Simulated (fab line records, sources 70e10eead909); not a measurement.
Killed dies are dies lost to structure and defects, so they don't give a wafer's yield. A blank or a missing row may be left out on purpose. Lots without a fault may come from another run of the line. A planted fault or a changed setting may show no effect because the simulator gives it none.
Which tool did it? | flow nand_harc | 7 lots, 19 wafers sampled, at 2 steps of a route of 1302

WHAT THE GAUGES READ, wafer by wafer
NHARC_A_ONON_D1_THK_MEAS_14: measures by ellipsometry.
lot  | measured     | on            | thk_nm (nm)
L549 | day 8 14:04  | film_metro-02 | 994 997 995
L552 | day 10 05:49 | film_metro-01 | 999 1000 998
L554 | day 10 23:03 | film_metro-02 | 1005 1006 1007
L557 | day 12 04:05 | film_metro-01 | 990 989 989
L563 | day 14 15:46 | film_metro-02 | 984 1549
L566 | day 15 17:59 | film_metro-01 | 1576 1575
L569 | day 16 17:08 | film_metro-01 | 1013 1014 1013

WHICH TOOL RAN EACH LOT (tool, then ch and the chambers of the sampled wafers, then the start)
lot  | NHARC_A_ONON_D1_DEP_12
L549 | pecvd_onon-01 ch 0, day 8 13:37
L552 | pecvd_onon-02 ch 0, day 10 05:17
L554 | pecvd_onon-02 ch 0, day 10 22:36
L557 | pecvd_onon-01 ch 0, day 12 03:40
L563 | pecvd_onon-01 ch 0, day 14 15:16
L566 | pecvd_onon-01 ch 0, day 15 17:32
L569 | pecvd_onon-04 ch 0, day 16 16:40
- NHARC_A_ONON_D1_DEP_12: target thk 1000 nm.

THE ANSWER, worked out from the rows above alone
Rule: what is usual is taken from the lots themselves. Put in order of their means at a reading, lots are off if they are a third of the lots or fewer, leave a main group of 4 or more, and stand apart from it by a gap of 3 or more times the standard deviation of the main group's means; of several such gaps the widest counts. A main group whose means are all the same, to the digits that the tables above print for the reading, isn't used. A lot without any number at a reading at which 4 lots or more have one is off too. The other lots that the step has rows for count as sound.
Off: L563, L566, at NHARC_A_ONON_D1_THK_MEAS_14 (thk_nm). The main group: mean 1001 nm, standard deviation 8.3.
A tool fits if, at a process step before that reading, it ran every lot that is off, and no sound lot after the first of them. The gauges at NHARC_A_ONON_D1_THK_MEAS_14 are tried like those tools. One fits: pecvd_onon-01 at NHARC_A_ONON_D1_DEP_12. Its last sound lot is L557 (day 12 03:40), its first lot that is off L563 (day 14 15:16): a fault that began between those two fits.

WHAT THE SIMULATOR HAD PUT IN
Process parameter drift: pecvd_onon-01, from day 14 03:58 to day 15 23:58, at NHARC_A_ONON_D1_DEP_12. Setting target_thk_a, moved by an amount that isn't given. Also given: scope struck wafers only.
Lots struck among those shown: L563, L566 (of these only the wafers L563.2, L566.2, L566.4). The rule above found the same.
